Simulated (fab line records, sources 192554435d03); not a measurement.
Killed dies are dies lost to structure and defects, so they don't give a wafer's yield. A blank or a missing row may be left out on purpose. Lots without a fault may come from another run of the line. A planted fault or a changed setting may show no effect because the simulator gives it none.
A struck lot beside a sound one | flow n5_finfet | 37 steps out of a route of 1938
Sound: wafers L426.2, L426.3, L426.4. Struck: wafers L430.1, L430.5. (L430.6 of the same lot was not struck and is left out.) The cause comes at the end.
At each step with rows: each side's tool, then ch and its chambers, then its first start. Under that, the readings that differ: sound wafers | struck wafers | difference of the means | sigmas: that difference in standard deviations of wafers without a fault.
alike: readings whose means differ by less than 2 such deviations, and words and numbers that are the same on both sides. not compared: withheld readings, readings that some wafer has no value for, bounds like >300 that may hide the same value, and numbers for which the record gives no deviation and whose values overlap.
The two part at a step that has a row with sigmas, a row that says differs or no value, or rows on one side only. Numbers that don't overlap but have no deviation are shown without sigmas and don't part them. A reading that every wafer of one side lacks parts them only if that side has two wafers or more.

first, 9 steps without rows for these wafers: N5_PMOS_HMC_CHANNEL_EPI_EXPOSE_06 (exposes mask PMOS HMC BLK, target cd 240 nm); N5_PMOS_HMC_CHANNEL_EPI_PEB_07 (peb time 60 s); N5_PMOS_HMC_CHANNEL_EPI_DEVELOP_08 (develop time 30 s); N5_PMOS_HMC_CHANNEL_EPI_DESCUM_14 (chemistry O2, time 7.9 s); N5_PMOS_HMC_CHANNEL_EPI_ETCH_32 (etches BARC in N2/H2, stops on SiO2, target depth 85.8 nm, time 50.3 s); N5_PMOS_HMC_CHANNEL_EPI_HM_OPEN_15 (chemistry CHF3/O2, target SiO2, target depth 40.6 nm, time 20.3 s); N5_PMOS_HMC_CHANNEL_EPI_STRIP_33 (strips in N2/H2); N5_PMOS_HMC_CHANNEL_EPI_STRIP_17 (strips in SPM, time 750 s); N5_PMOS_HMC_CHANNEL_EPI_ETCH_38 (etches SiO2 in CF4, target depth 1.5 nm).
N5_PMOS_HMC_CHANNEL_EPI_FIN_RECESS_16: chemistry HBr/Cl2, target Si, target depth 54 nm, time 18 s.
  sound on rie_si-06 ch 0,1,2, day 6 12:14; struck on rie_si-03 ch 1, day 7 12:25
  reading                                          | sound             | struck      | difference | sigmas
  oes_product_au (a.u.)                            | 1.000 0.960 0.993 | 0.846 0.835 | -0.144     | -7
  model.PMOS_HMC_CHANNEL_EPI.feature_depth_nm (nm) | 53.5 50.97 53.34  | 40.95 40.85 | -11.70     |
  model.etch.depth_nm (nm)                         | 53.5 50.97 53.34  | 40.95 40.85 | -11.70     |
  alike: drypump_motor_current_A, throttle_valve_pct
  not compared: rf_hours_counter_h
then, 7 steps without rows for these wafers: N5_PMOS_HMC_CHANNEL_EPI_PRECLEAN_36 (cleans in O3/DIW, time 45 s); N5_PMOS_HMC_CHANNEL_EPI_PRECLEAN_18 (cleans in DHF, time 30 s); N5_PMOS_HMC_CHANNEL_EPI_SRD_19 (time 30 s); N5_PMOS_HMC_CHANNEL_EPI_EPI_20 (deposits SiGe30, target thk 59 nm); N5_PMOS_HMC_CHANNEL_EPI_HM_STRIP_35 (strips SiO2 in dHF, material SiO2, target depth 39.6 nm, time 216 s); N5_PMOS_HMC_CHANNEL_EPI_SRD_39 (time 30 s); N5_PMOS_HMC_CHANNEL_EPI_CMP_21 (polishes SiGe30, target thk 54 nm).
N5_PMOS_HMC_CHANNEL_EPI_THK_MEAS_22:
  sound on film_metro-02, day 6 14:02; struck on film_metro-01, day 7 14:13
  reading          | sound          | struck    | difference | sigmas
  HMC_CMP_THK (nm) | 53.7 51.0 53.0 | 41.0 40.9 | -11.6      | -10
then, 17 steps without rows for these wafers: N5_PMOS_HMC_CHANNEL_EPI_PRECLEAN_40 (cleans in DHF, time 30 s); N5_PMOS_HMC_CHANNEL_EPI_PRECLEAN_37 (cleans in O3/DIW, time 45 s); N5_PMOS_HMC_CHANNEL_EPI_PRECLEAN_24 (cleans in DHF, time 30 s); N5_PMOS_HMC_CHANNEL_EPI_SRD_25 (time 30 s); N5_PMOS_HMC_CHANNEL_EPI_EPI_26 (deposits Si from SiH4/H2, target thk 3.8 nm, time 22.7 s); N5_FIN_SAQP_PRECLEAN_42 (cleans in O3/DIW, time 60 s); N5_FIN_SAQP_PRECLEAN_00 (cleans in SC1, time 60 s); N5_FIN_SAQP_PRECLEAN_44 (cleans in SC2, time 45 s); N5_FIN_SAQP_SRD_01 (time 30 s); N5_FIN_SAQP_ALD_61 (deposits SiO2, target thk 4 nm, pulse time 1 s, purge time 2 s); N5_FIN_SAQP_DENSIFY_62 (time 60 s); N5_FIN_SAQP_HM_DEP_03 (deposits SiNx from SiH4/NH3/N2, target thk 38 nm, time 33.6 s); N5_FIN_SAQP_PECVD_47 (deposits a-Si from SiH4/He, target thk 45 nm, time 36.3 s); N5_FIN_SAQP_PECVD_48 (deposits SiNx from SiH4/NH3/N2, target thk 25 nm, time 22.1 s); N5_FIN_SAQP_PECVD_06 (deposits a-Si from SiH4/He, target thk 60 nm, time 48.1 s); N5_FIN_SAQP_HM_DEP_72 (deposits SiO2 from SiH4/N2O, target thk 12 nm, time 7.2 s); N5_FIN_SAQP_COAT_49 (time 60 s, resist thk 100 nm).
-- the record jumps here: 6 days lie between the struck wafers' starts before and after (it left off in module FIN_SAQP and takes up again in module BEOL_M4, whose first step shown is number 1111 of the route) --
N5_BEOL_M4_RC_MEAS_101:
  sound on prober-01 ch 0, day 12 14:18; struck on prober-02 ch 0, day 13 12:45
  reading       | sound       | struck  | difference | sigmas
  ION_P (uA/um) | 467 453 479 | 434 405 | -47        | -4
  alike: DIBL_N, DIBL_P, IOFF_N, IOFF_P, ION_N, SS_N, SS_P, VT_N, VT_P
-- the record jumps here: 5 days lie between the struck wafers' starts before and after (it left off in module BEOL_M4 and takes up again in module PASSIVATION, whose first step shown is number 1936 of the route) --
N5_PASSIVATION_PROBE_49:
  sound on prober-01, day 16 20:55; struck on prober-01, day 18 09:07
  reading              | sound          | struck   | difference | sigmas
  sort_bin_8_speed (%) | 0 0 0          | 7.5 89.8 | +48.6      | +99 or more
  sort_n_pass          | 1124 1085 1081 | 999 2    | -596       | -30
  sort_yield_pct (%)   | 95.3 91.9 91.6 | 84.7 0.2 | -50.5      | -30
  alike: defect_limited_yield, killed_at_M0_to_M3, killed_at_M4_up, killed_at_contacts, killed_at_front_end, killed_at_other, killed_dies, killed_open, killed_short, sort_bin_5_function, sort_bin_6_memory

WHERE THEY PART
First at N5_PMOS_HMC_CHANNEL_EPI_FIN_RECESS_16; last, within this record, at N5_PASSIVATION_PROBE_49.

WHY: what the simulator had put in
Process parameter drift: rie_si-03, from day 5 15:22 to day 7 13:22, at N5_PMOS_HMC_CHANNEL_EPI_FIN_RECESS_16. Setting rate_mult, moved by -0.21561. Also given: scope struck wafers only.
